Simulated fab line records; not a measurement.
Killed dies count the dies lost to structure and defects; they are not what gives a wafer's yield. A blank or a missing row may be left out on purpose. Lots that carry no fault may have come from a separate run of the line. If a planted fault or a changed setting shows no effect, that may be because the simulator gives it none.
fab line records	flow n5-finfet
record: lots: 6	wafers: 18	last-day: 16
route steps=1938 shown HKMG_FIN@400 BEOL_M4@1111
lots that met no fault: from a run of the same line without faults
start-h: hours from the record's opening day to when the first of the lot's shown wafers began	wait-h: hours from the lot's prior step to this one	" the same as in the row above	L1.1+2: a single row standing in for several wafers	- no value, or no start was given	* or withheld: withheld	< > ~ a bound
route shown NAME@n: NAME is a module with steps in the file, n the number in the route of the first one	usual: mean and standard deviation over wafers with no fault	same: alike in all rows	chamber/n: place in a boat	sites: each site's reading	_std_site: the standard deviation of these	_edge_site: mean of outer sites minus mean of inner sites	radius-mm: how far each site lies from the wafer's centre	mask NAME#n: copy n	behind: the tool/chamber that last shaped the wafer	hold: the reason the lot was held/the length of the hold in hours/how it ended	device: transistor that didn't switch, given as n, p or np	end of line: tests run on the same wafers once the route is complete	where a step has no rows: the recipe by itself	killed: dies that structure and defects cost at the first sort, which is not the same as the wafer's yield	map: a wafer's dies, marking killed ones x, the rest . and places with no die _
set.NAME: the run value of the setting; set.NAME@STEP: its run value at that earlier step	model.NAME: the simulator's own value behind a step, which no gauge read
a table for each step, a row for each wafer; lots at some steps of the route
services: from which hour (start-h, from the record's first day; less than 0 if before it) a tool's chamber was out of use, for how many hours, and why
== steps ==
step: N5_HKMG_FIN_INSPECT_61
recipe: mode: adi	inspect-instrument: macro
usual: raw-defect-count: 2.1/1.5
lot.wafer	tool	chamber	start-h	wait-h	raw-defect-count
L325.1	defect-inspect-02	-	91.28	0.0	1
L325.4	"	-	"	"	3
L325.6	"	-	"	"	1
L328.1	defect-inspect-01	-	104.91	0.0	0
L328.5	"	-	"	"	3
L328.6	"	-	"	"	2
L330.2	defect-inspect-01	-	124.64	0.0	1
L330.3	"	-	"	"	2
L330.4	"	-	"	"	5
L335.1	defect-inspect-01	-	148.69	0.0	2
L335.3	"	-	"	"	1
L335.5	"	-	"	"	3
L338.1	defect-inspect-02	-	166.43	0.0	1
L338.5	"	-	"	"	1
L338.6	"	-	"	"	5
L340.1	defect-inspect-01	-	177.90	0.0	0
L340.3	"	-	"	"	4
L340.5	"	-	"	"	2
step: N5_HKMG_FIN_DESCUM_53
recipe: chemistry: O2	time-s: 7.9	source-power-w: 50	bias-power-w: 20	pressure-mtorr: 20	rf-frequency-hz: 2.712e+07	temp-c: 40	resist: CAR-ArF	o2-flow-sccm: 225
step: N5_HKMG_FIN_ETCH_54
recipe: chemistry: CF4	target: SiARC	target-depth-a: 455	mask-material: CAR-ArF	time-s: 75.8	ion-energy-ev: 80	pressure-mtorr: 40	source-w: 545	bias-w: 36	Ar_flow_sccm: 100	cf4-flow-sccm: 100	ends: cleared
usual: drypump-motor-current-A: 6.0/0.37	etch-rf-on-time-s: 76.1/1.2	oes-product-au: 0.67/0.082	rf-vpp-V: 184.0/1	showerhead-plenum-p-Torr: 2.14/0.053	throttle-valve-pct: 15.7/0.32
lot.wafer	tool	chamber	start-h	wait-h	drypump-motor-current-A	etch-rf-on-time-s	oes-product-au	rf-hours-counter-h	rf-vpp-V	showerhead-plenum-p-Torr	throttle-valve-pct
L325.1	rie-diel-05	3	91.35	0.0	6.2	76.1	0.63	180	184.2	2.22	16.0
L325.4	"	1	"	"	6.2	77.7	0.60	220	182.8	2.11	15.9
L325.6	"	1	"	"	6.2	78.0	0.59	-	184.4	2.11	15.9
L328.1	rie-diel-04	3	105.11	0.0	6.3	78.0	0.58	228	183.3	2.03	16.0
L328.5	"	2	"	"	5.3	76.8	0.59	-	184.4	2.12	15.7
L328.6	"	3	"	"	6.3	77.2	0.58	-	182.0	2.03	16.0
L330.2	rie-diel-05	1	124.71	0.0	6.3	78.2	0.59	232	183.9	2.11	16.0
L330.3	"	3	"	"	6.2	76.2	0.63	190	185.8	2.22	16.0
L330.4	"	0	"	"	6.1	75.4	0.74	53	183.8	2.09	15.2
L335.1	rie-diel-05	3	148.99	0.0	6.2	77.0	0.61	198	184.2	2.21	16.0
L335.3	"	1	"	"	6.2	78.3	0.59	241	184.1	2.11	16.0
L335.5	"	1	"	"	6.2	78.3	0.58	-	182.9	2.11	16.0
L338.1	rie-diel-03	2	166.78	0.0	5.5	78.0	0.59	222	185.9	2.20	16.1
L338.5	"	0	"	"	5.8	75.5	0.73	-	185.0	2.18	15.8
L338.6	"	2	"	"	5.5	77.5	0.59	-	184.6	2.20	16.2
L340.1	rie-diel-05	2	177.97	0.0	6.3	74.6	0.69	78	184.6	2.09	15.4
L340.3	"	3	"	"	6.2	76.8	0.60	209	186.0	2.21	16.0
L340.5	"	0	"	"	6.1	76.4	0.71	-	182.4	2.08	15.3
step: N5_HKMG_FIN_ETCH_55
recipe: chemistry: N2/H2	target: SOC	target-depth-a: 2400	temp-c: 40	time-s: 300	ion-energy-ev: 200	mask-material: SiARC	pressure-mtorr: 30	source-w: 840	bias-w: 150	n2-flow-sccm: 200	h2-flow-sccm: 200
step: N5_HKMG_FIN_STRIP_56
recipe: chemistry: N2/H2	temp-c: 40	n2-flow-sccm: 200	h2-flow-sccm: 200	rf-frequency-hz: 6e+07
step: N5_HKMG_FIN_STRIP_57
recipe: chemistry: CF4	resist: SiARC	power-w: 300	bias-power-w: 75	pressure-mtorr: 50	cf4-flow-sccm: 150	rf-frequency-hz: 6e+07
usual: drypump-motor-current-A: 6.0/0.37	oes-product-au: 0.78/0.089	rf-vpp-V: 271.2/1.3	showerhead-plenum-p-Torr: 1.79/0.045	throttle-valve-pct: 13.6/0.34
lot.wafer	tool	chamber	start-h	wait-h	drypump-motor-current-A	oes-product-au	rf-hours-counter-h	rf-vpp-V	showerhead-plenum-p-Torr	throttle-valve-pct
L325.1	rie-diel-05	3	91.60	0.0	6.2	0.73	180	273.1	1.86	13.9
L325.4	"	1	"	"	6.2	0.71	220	271.8	1.77	13.9
L325.6	"	1	"	"	6.2	0.71	-	270.7	1.76	13.9
L328.1	rie-diel-04	3	105.35	0.0	6.3	0.69	228	268.4	1.70	14.0
L328.5	"	2	"	"	5.3	0.70	-	270.7	1.77	13.7
L328.6	"	3	"	"	6.3	0.68	-	269.4	1.70	14.0
L330.2	rie-diel-05	1	124.96	0.0	6.2	0.71	232	271.0	1.76	13.9
L330.3	"	3	"	"	6.2	0.72	191	271.2	1.86	14.0
L330.4	"	0	"	"	6.0	0.84	53	268.5	1.74	13.2
L335.1	rie-diel-05	3	149.23	0.0	6.2	0.71	198	273.3	1.86	14.0
L335.3	"	1	"	"	6.2	0.69	241	270.1	1.76	14.0
L335.5	"	1	"	"	6.2	0.70	-	271.9	1.76	14.0
L338.1	rie-diel-03	2	167.02	0.0	5.5	0.69	222	271.4	1.85	14.2
L338.5	"	0	"	"	5.8	0.85	-	271.6	1.83	13.7
L338.6	"	2	"	"	5.5	0.70	-	271.9	1.85	14.2
L340.1	rie-diel-05	2	178.22	0.0	6.3	0.79	78	269.7	1.75	13.4
L340.3	"	3	"	"	6.2	0.72	209	273.1	1.85	14.0
L340.5	"	0	"	"	6.0	0.83	-	270.5	1.74	13.2
step: N5_HKMG_FIN_ETCH_58
recipe: chemistry: N2/H2	target: SOC	target-depth-a: 2158	ion-energy-ev: 50	bias-w: 13	time-s: 741	pressure-mtorr: 30	source-w: 875	n2-flow-sccm: 200	h2-flow-sccm: 200
usual: drypump-motor-current-A: 6.0/0.37	oes-product-au: 0.78/0.097	rf-vpp-V: 99.1/0.9	showerhead-plenum-p-Torr: 2.54/0.066	throttle-valve-pct: 17.9/0.31
same: time-s: 741
lot.wafer	tool	chamber	start-h	wait-h	drypump-motor-current-A	oes-product-au	rf-hours-counter-h	rf-vpp-V	showerhead-plenum-p-Torr	throttle-valve-pct
L325.1	rie-diel-05	3	91.62	0.0	6.3	0.73	180	99.2	2.64	18.2
L325.4	"	1	"	"	6.2	0.69	220	98.0	2.51	18.1
L325.6	"	1	"	"	6.2	0.69	-	99.6	2.51	18.1
L328.1	rie-diel-04	3	105.37	0.0	6.3	0.69	228	98.2	2.40	18.2
L328.5	"	2	"	"	5.3	0.69	-	99.3	2.50	17.7
L328.6	"	3	"	"	6.3	0.68	-	98.6	2.40	18.2
L330.2	rie-diel-05	1	124.98	0.0	6.2	0.69	232	98.5	2.51	18.1
L330.3	"	3	"	"	6.2	0.72	191	99.8	2.63	18.2
L330.4	"	0	"	"	6.1	0.86	53	99.2	2.48	17.6
L335.1	rie-diel-05	3	149.25	0.0	6.2	0.72	199	97.9	2.63	18.2
L335.3	"	1	"	"	6.3	0.68	241	98.9	2.50	18.1
L335.5	"	1	"	"	6.3	0.69	-	99.3	2.50	18.1
L338.1	rie-diel-03	2	167.04	0.0	5.5	0.68	223	98.2	2.62	18.4
L338.5	"	0	"	"	5.8	0.86	-	101.5	2.58	18.0
L338.6	"	2	"	"	5.5	0.69	-	98.2	2.62	18.4
L340.1	rie-diel-05	2	178.24	0.0	6.3	0.81	78	98.3	2.47	17.6
L340.3	"	3	"	"	6.2	0.70	210	100.0	2.62	18.2
L340.5	"	0	"	"	6.1	0.83	-	97.9	2.47	17.6
step: N5_HKMG_FIN_STRIP_93
recipe: chemistry: N2/H2	material: SOC	time-s: 20	power-w: 500	temp-c: 40	pressure-mtorr: 50	rf-frequency-hz: 6e+07	bias-power-w: 8	h2-frac: 0.5	n2-flow-sccm: 300	h2-flow-sccm: 300
usual: drypump-motor-current-A: 6.0/0.37	oes-product-au: 0.78/0.097	rf-vpp-V: 54.2/0.8	showerhead-plenum-p-Torr: 3.36/0.084	throttle-valve-pct: 19.2/0.32
same: time-s: 20
lot.wafer	tool	chamber	start-h	wait-h	drypump-motor-current-A	oes-product-au	rf-hours-counter-h	rf-vpp-V	showerhead-plenum-p-Torr	throttle-valve-pct
L325.1	rie-diel-05	3	92.04	0.2	6.2	0.72	180	54.3	3.48	19.6
L325.4	"	1	"	"	6.3	0.69	220	55.0	3.32	19.2
L325.6	"	1	"	"	6.2	0.69	-	54.6	3.32	19.2
L328.1	rie-diel-04	3	105.80	0.2	6.4	0.67	229	54.4	3.18	19.3
L328.5	"	2	"	"	5.3	0.69	-	56.0	3.30	18.9
L328.6	"	3	"	"	6.4	0.67	-	52.8	3.18	19.3
L330.2	rie-diel-05	1	125.41	0.2	6.2	0.69	232	54.3	3.31	19.3
L330.3	"	3	"	"	6.3	0.72	191	54.5	3.47	19.6
L330.4	"	0	"	"	6.0	0.86	53	54.4	3.28	19.2
L335.1	rie-diel-05	3	149.68	0.2	6.3	0.71	199	52.7	3.47	19.6
L335.3	"	1	"	"	6.2	0.68	241	53.5	3.31	19.3
L335.5	"	1	"	"	6.2	0.68	-	54.2	3.31	19.3
L338.1	rie-diel-03	2	167.47	0.2	5.5	0.68	223	53.8	3.45	19.6
L338.5	"	0	"	"	5.8	0.86	-	54.2	3.41	19.4
L338.6	"	2	"	"	5.5	0.68	-	54.5	3.45	19.6
L340.1	rie-diel-05	2	178.66	0.2	6.3	0.81	79	54.7	3.27	18.8
L340.3	"	3	"	"	6.2	0.71	210	54.6	3.46	19.7
L340.5	"	0	"	"	6.0	0.83	-	52.5	3.27	19.2
step: N5_HKMG_FIN_WET_ETCH_76
recipe: chemistry: dNH4OH	mix: 1:50	temp-c: 25	target: Al2O3	stop-on: La2O3	target-depth-nm: 2.25	dry: ipa-marangoni	rinse-time-s: 30	rinse-temp-c: 23
step: N5_HKMG_FIN_STRIP_60
recipe: chemistry: N2/H2	power-w: 2500	temp-c: 300	h2-frac: 0.65	time-s: 360	pressure-mtorr: withheld	n2-flow-sccm: 1750	h2-flow-sccm: 3250
usual: drypump-motor-current-A: 5.56/0.18	heater-power-w: 480/28
same: time-s: 360
lot.wafer	tool	chamber	start-h	wait-h	drypump-motor-current-A	heater-power-w	rf-hours-counter-h
L325.1	plasma-asher-02	1	92.19	0.0	5.78	477	42
L325.4	"	0	"	"	5.38	476	-
L325.6	"	0	"	"	5.34	465	-
L328.1	plasma-asher-02	0	105.95	0.0	5.36	462	45
L328.5	"	1	"	"	5.73	478	-
L328.6	"	0	"	"	5.39	486	-
L330.2	plasma-asher-02	0	125.56	0.0	5.40	481	49
L330.3	"	0	"	"	5.39	469	-
L330.4	"	1	"	"	5.74	472	-
L335.1	plasma-asher-01	0	149.83	0.0	5.40	441	104
L335.3	"	1	"	"	5.75	558	-
L335.5	"	1	"	"	5.76	532	-
L338.1	plasma-asher-02	0	167.63	0.0	5.39	481	57
L338.5	"	1	"	"	5.74	463	-
L338.6	"	0	"	"	5.40	475	-
L340.1	plasma-asher-01	0	178.81	0.0	5.41	439	111
L340.3	"	1	"	"	5.76	543	-
L340.5	"	0	"	"	5.42	448	-
step: N5_HKMG_FIN_WET_ETCH_77
recipe: chemistry: dHCl	mix: 1:10000	temp-c: 25	target: La2O3	stop-on: HfO2	target-depth-nm: 2
step: N5_HKMG_FIN_WET_ETCH_78
recipe: chemistry: dNH4OH	mix: 1:50	temp-c: 25	target: Al2O3	stop-on: La2O3	target-depth-nm: 4.5	dry: ipa-marangoni	rinse-time-s: 30	rinse-temp-c: 23
step: N5_HKMG_FIN_ALD_79
recipe: material: TiN	target-thk-a: 15	temp-c: 400	ald-precursor-family: TiCl4	ald-co-reactant: NH3	pulse-time-s: 1	purge-time-s: 3	co-reactant-purge-time-s: 2	co-reactant-pulse-time-s: 2	ald-cycles: 68	pressure-torr: 3
usual: ald-cycles: 68/0	chamber-pressure-Torr: 2.999/0.0065	heater-power-w: 896/80	precursor-pulse-height-rel: 1.001/0.021
same: purge-time-s: 3
lot.wafer	tool	chamber	start-h	wait-h	ald-cycles	chamber-pressure-Torr	heater-power-w	precursor-pulse-height-rel
L325.1	ald-metal-03	3	92.68	0.0	68	3.009	838	0.979
L325.4	"	2	"	"	68	3.008	838	1.015
L325.6	"	2	"	"	68	3.004	798	0.998
L328.1	ald-metal-01	3	106.44	0.0	68	3.009	962	0.996
L328.5	"	2	"	"	68	3.002	909	1.002
L328.6	"	3	"	"	68	2.999	975	1.001
L330.2	ald-metal-01	1	126.04	0.0	73	2.996	1041	1.001
L330.3	"	3	"	"	68	2.994	986	1.003
L330.4	"	3	"	"	68	2.987	993	1.026
L335.1	ald-metal-01	2	150.32	0.0	68	2.990	889	0.988
L335.3	"	1	"	"	68	2.992	996	1.029
L335.5	"	2	"	"	73	2.997	918	1.012
L338.1	ald-metal-02	2	168.12	0.0	68	2.996	804	1.039
L338.5	"	1	"	"	68	2.988	891	1.004
L338.6	"	0	"	"	68	2.993	859	0.983
L340.1	ald-metal-03	2	179.35	0.0	68	2.993	817	0.985
L340.3	"	0	"	"	68	3.003	813	0.997
L340.5	"	3	"	"	68	3.003	822	0.987
step: N5_HKMG_FIN_CVD_62
recipe: material: a-Si	target-thk-a: 30	temp-c: 500	precursor: Si2H6	pressure-torr: 1	time-s: 20.8
step: N5_BEOL_M4_RC_MEAS_101
usual: DIBL_N: 36.5/1.4	DIBL_P: 36.9/1.7	IOFF_N: 0.163/0.023	IOFF_P: 0.22/0.032	ION_N: 673/9	ION_P: 462/7.5	SS_N: 71.6/0.54	SS_P: 73.4/0.62	VT_N: 249.8/2.8	VT_P: -250/3.5
lot.wafer	tool	chamber	start-h	wait-h	DIBL_N[mV/V]	DIBL_P[mV/V]	IOFF_N[nA/um]	IOFF_P[nA/um]	ION_N[uA/um]	ION_P[uA/um]	SS_N[mV/dec]	SS_P[mV/dec]	VT_N[mV]	VT_P[mV]
L325.1	prober-01	0	185.89	0.0	37.2	38.9	0.186	0.26	674	467	71.8	74.9	249.9	-246
L325.4	"	0	"	"	37.2	39.2	0.184	0.26	680	470	71.3	74.1	250.4	-247
L325.6	"	0	"	"	37.4	38.4	0.177	0.25	670	461	71.5	74.5	248.7	-246
L328.1	prober-01	0	197.49	0.0	37.2	37.0	0.167	0.21	689	465	71.7	74.4	249.0	-250
L328.5	"	0	"	"	35.1	34.9	0.136	0.18	679	462	71.6	73.6	250.5	-253
L328.6	"	0	"	"	35.8	36.0	0.140	0.20	661	461	71.8	74.8	252.7	-251
L330.2	prober-01	0	213.27	0.2	34.3	35.5	0.150	0.23	677	468	72.3	73.1	248.1	-249
L330.3	"	0	"	"	35.8	37.1	0.162	0.24	670	465	71.9	73.6	251.1	-247
L330.4	"	0	"	"	35.5	36.8	0.170	0.24	676	467	72.5	73.2	248.0	-249
L335.1	prober-02	0	250.63	0.0	38.9	37.8	0.198	0.22	680	460	72.1	74.2	246.4	-250
L335.3	"	0	"	"	37.4	35.6	0.162	0.19	681	453	71.9	73.0	250.4	-253
L335.5	"	0	"	"	37.7	36.0	0.163	0.19	662	454	71.2	73.6	251.3	-254
L338.1	prober-02	0	272.75	0.0	37.6	38.5	0.189	0.23	686	463	72.4	73.5	245.7	-251
L338.5	"	0	"	"	35.5	35.7	0.147	0.20	657	456	71.5	72.8	249.1	-250
L338.6	"	0	"	"	38.1	37.6	0.191	0.23	664	456	72.3	73.9	246.6	-250
L340.1	prober-01	0	280.47	0.0	38.4	39.5	0.175	0.22	669	457	71.6	73.4	250.4	-252
L340.3	"	0	"	"	37.9	38.7	0.160	0.21	679	459	71.1	74.2	252.6	-254
L340.5	"	0	"	"	38.2	38.7	0.171	0.20	676	460	71.0	73.8	251.4	-254
== services ==
tool	chamber	start-h	hours	kind
ald-metal-02	2	79.18	7.7	repair
ald-metal-02	1	83.73	5.2	repair
rie-diel-04	-	94.95	0.9	repair
ald-metal-01	0	107.44	20.9	repair
ald-metal-03	1	113.25	24.0	repair
ald-metal-03	2	116.12	4.3	repair
rie-diel-03	1	123.06	-	clean
rie-diel-03	1	123.06	-	consumable-replace:focus-ring
rie-diel-03	1	123.06	22.2	scheduled-down
rie-diel-03	1	123.06	22.2	vent-cycle
ald-metal-03	2	139.43	27.2	repair
ald-metal-02	-	148.37	1.7	repair
rie-diel-04	2	149.43	-	clean
rie-diel-04	2	149.43	-	consumable-replace:focus-ring
rie-diel-04	2	149.43	24.1	scheduled-down
rie-diel-04	2	149.43	24.1	vent-cycle
rie-diel-04	0	154.52	2.4	repair
rie-diel-04	0	161.59	5.3	repair
rie-diel-03	1	165.50	5.0	repair
rie-diel-04	0	173.53	-	clean
rie-diel-05	1	177.38	-	clean
rie-diel-05	1	177.38	-	consumable-replace:focus-ring
rie-diel-05	1	177.38	21.6	scheduled-down
rie-diel-05	1	177.38	21.6	vent-cycle
== key ==
first-sign: step: N5_HKMG_FIN_ALD_79	reading: ald-cycles	direction: up	sigmas: 99+	usual: *	struck: *
effect none on later readings
met-at N5_HKMG_FIN_ALD_79
struck-wafers L330.2,L335.5
onset-between 106.44 126.04
fault: kind: process-parameter-drift	tool: ald-metal-01	chamber: -	onset-h: 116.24	steps: N5_HKMG_FIN_ALD_79	channel: ald-cycles	offset: *	shape: step	end-h: 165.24	scope: struck-wafers-only	acts-in: *	stated: *
